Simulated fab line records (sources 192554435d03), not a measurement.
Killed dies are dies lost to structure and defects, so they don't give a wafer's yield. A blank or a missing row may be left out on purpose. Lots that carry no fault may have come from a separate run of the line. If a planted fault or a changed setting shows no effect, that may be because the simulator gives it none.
One fault through the eyes of 3 desks + flow n5-finfet + numbers are kept per desk, each desk with only its own; the story behind them comes last

== AT THE TOOL OWNER'S DESK: rie-diel-06 ==
The tool's own readings at N5_PASSIVATION_PASS_ETCH_74 (etches SiNx in CF4/O2, target depth 220 nm, time 110 s): means of the sampled wafers that have a number, for each lot that ran on this tool. A lot is out of limits, marked OUT, if its mean lies more than 4 standard deviations from the usual mean; the brackets give that distance.
Columns: A = drypump-motor-current-A at N5_PASSIVATION_PASS_ETCH_74, usual 5.5 A; B = oes-product-au at N5_PASSIVATION_PASS_ETCH_74, usual 0.82 a.u.; C = rf-vpp-V at N5_PASSIVATION_PASS_ETCH_74, usual 242 V; D = showerhead-plenum-p-Torr at N5_PASSIVATION_PASS_ETCH_74, usual 2.22 Torr; E = throttle-valve-pct at N5_PASSIVATION_PASS_ETCH_74, usual 16.00 %
| lot  | first seen here | A   | B    | C   | D    | E     |
|------|-----------------|-----|------|-----|------|-------|
| L253 | day 12 21:38    | 5.1 | 0.81 | 240 | 2.23 | 15.88 |
| L268 | day 16 11:48    | 5.3 | 0.86 | 238 | 2.27 | 16.03 |
| L267 | day 16 16:33    | 5.4 | 0.83 | 240 | 2.30 | 16.04 |
Finding of this desk: none of the 3 lots has anything out of limits.

== THE DEFECT DESK ==
Lot by lot, what the route's inspections counted, given as the mean of those sampled wafers with a number. A lot is out of limits, marked OUT, if its mean lies more than 4 standard deviations from the usual mean; the brackets give that distance.
Columns: A = raw-defect-count at N5_PASSIVATION_INSPECT_61, usual 1.9
| lot  | first seen here | A   |
|------|-----------------|-----|
| L253 | day 12 21:31    | 2.7 |
| L257 | day 13 11:31    | 2.0 |
| L265 | day 16 11:32    | 1.5 |
| L268 | day 16 11:42    | 1.0 |
| L267 | day 16 16:27    | 2.7 |
| L272 | day 18 01:09    | 1.5 |
Finding of this desk: none of the 6 lots has anything out of limits.

== THE METROLOGY DESK ==
Means of the sampled wafers that have a number, per lot and without regard to the tool the lot ran on: this is what the gauges read. A lot is out of limits, marked OUT, if its mean lies more than 4 standard deviations from the usual mean; the brackets give that distance.
Columns: A = cd-nm at N5_PASSIVATION_CD_MEAS_10, usual 2999.0 nm; B = TV_OVL at N5_PASSIVATION_OVL_MEAS_60, usual 2 nm
| lot  | first seen here | A      | B  |
|------|-----------------|--------|----|
| L253 | day 12 21:28    | 2998.5 | 1  |
| L257 | day 13 11:27    | 2999.6 | 11 |
| L265 | day 16 11:29    | 3001.0 | -2 |
| L268 | day 16 11:38    | 2998.0 | 4  |
| L267 | day 16 16:24    | 2999.8 | -1 |
| L272 | day 18 01:06    | 2997.8 | 2  |
Finding of this desk: none of the 6 lots has anything out of limits.

== TAKEN TOGETHER ==
The tool owner's desk saw nothing out of limits.
No out-of-limits result turned up at the defect desk.
The metrology desk saw nothing out of limits.

== WHAT HAD BEEN PUT IN BY THE SIMULATOR ==
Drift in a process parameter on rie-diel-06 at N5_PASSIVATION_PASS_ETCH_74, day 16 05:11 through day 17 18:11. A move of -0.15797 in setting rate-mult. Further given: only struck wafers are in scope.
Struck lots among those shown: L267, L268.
